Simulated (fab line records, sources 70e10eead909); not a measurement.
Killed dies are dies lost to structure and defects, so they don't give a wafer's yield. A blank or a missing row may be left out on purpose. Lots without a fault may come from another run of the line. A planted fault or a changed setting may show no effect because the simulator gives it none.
Chamber matching | flow nand_harc | NHARC_P_M1_ETCH_35 on rie_diel-08: 4 sister chambers
The step etches the open film in N2/H2, target depth 40 nm, overetch 12 nm, time 43.94 s. 8 wafers are shown with their chamber, then 9 later ones without.

WAFERS WITH THEIR CHAMBER
wafer  | chamber | rf_vpp_V (V) | oes_product_au (a.u.)
L085.3 | 1       | 428.5        | 0.996
L085.6 | 1       | 429.1        | 0.998
L087.1 | 3       | 426.1        | 1.000
L087.6 | 3       | 425.6        | 1.004
L089.4 | 2       | 434.1        | 0.986
L088.1 | 0       | 432.1        | 1.005
L088.4 | 2       | 434.0        | 1.001
L088.6 | 0       | 432.1        | 1.011

WAFERS WITHOUT THEIR CHAMBER
wafer  | rf_vpp_V (V) | oes_product_au (a.u.)
L090.1 | 430.5        | 1.005
L090.3 | 435.9        | 0.995
L090.6 | 432.0        | 1.008
L093.1 | 434.4        | 1.012
L093.3 | 427.1        | 0.999
L093.6 | 431.1        | 0.996
L097.2 | 429.1        | 1.001
L097.4 | 427.2        | 1.010
L097.5 | 428.1        | 1.003

WHICH CHAMBER EACH WENT THROUGH
wafer  | from the rows above     | in truth
L090.1 | can't be placed: 0 or 1 | 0
L090.3 | 2                       | 2
L090.6 | 0                       | 0
L093.1 | 2                       | 2
L093.3 | can't be placed: 3 or 1 | 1
L093.6 | 0                       | 0
L097.2 | 1                       | 1
L097.4 | can't be placed: 3 or 1 | 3
L097.5 | 1                       | 1
Placed correctly: 6 of 9. Can't be placed from these rows: 3 (the true chamber is among the candidates in 3). Placed wrongly: 0.
How it was worked out, from the rows above alone: a wafer's distance from a chamber is the root of the sum, over the readings, of the square of ((its reading less the chamber's mean) divided by the reading's scatter). The wafer belongs to the nearest chamber; if the next one is less than 2 further off, it can't be placed. A chamber's mean is the mean of its shown wafers. The scatter: the root of (the sum of the squares of (reading less its chamber's mean) over the shown wafers, divided by (wafers less chambers)).
